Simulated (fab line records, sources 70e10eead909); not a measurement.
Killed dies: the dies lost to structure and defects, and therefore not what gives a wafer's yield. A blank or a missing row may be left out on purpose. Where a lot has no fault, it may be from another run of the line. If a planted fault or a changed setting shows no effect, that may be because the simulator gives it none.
Which of the tools did it? ; flow nand-harc ; 12 lots (36 wafers sampled), 1 step of a 1302-step route

## WHAT EACH GAUGE READ, for each wafer
NHARC_P_M1_INSPECT_27.
lot;measured;on;raw-defect-count
L075;day 6 23:25;defect-inspect-02;122 304 260
L077;day 7 09:49;defect-inspect-02;438 304 390
L079;day 8 17:57;defect-inspect-02;259 228 355
L081;day 9 12:30;defect-inspect-01;260 415 488
L083;day 10 01:05;defect-inspect-01;379 480 395
L085;day 11 00:10;defect-inspect-02;259 260 423
L089;day 12 07:20;defect-inspect-02;602 296 484
L088;day 12 08:35;defect-inspect-02;322 298 277
L091;day 13 06:47;defect-inspect-02;327 173 301
L093;day 14 05:50;defect-inspect-02;288 407 337
L094;day 14 17:31;defect-inspect-02;182 148 303
L097;day 15 19:50;defect-inspect-01;304 398 226

## TOOL THAT RAN EACH LOT (tool first, then ch and the chambers of the sampled wafers, then the start)
The record shows no process step preceding these readings.

## THE ANSWER, worked out from the rows above alone
Rule: usual is defined by the lots themselves. The widest of any qualifying gaps counts: lots, ordered by their means at a reading, are off when they make up no more than a third of the lots, leave a main group of 4 or more, and stand apart from it by 3 or more times the standard deviation of that group's means. The tables above print the reading to a certain number of digits; a main group whose means all agree to those digits is not used. Also off: a lot with no number at a reading for which 4 or more lots have one. All remaining lots with rows at the step are treated as sound.
Across all readings shown, no lot is off: no conclusion can be drawn from this.

## WHAT THE SIMULATOR HAD PUT IN
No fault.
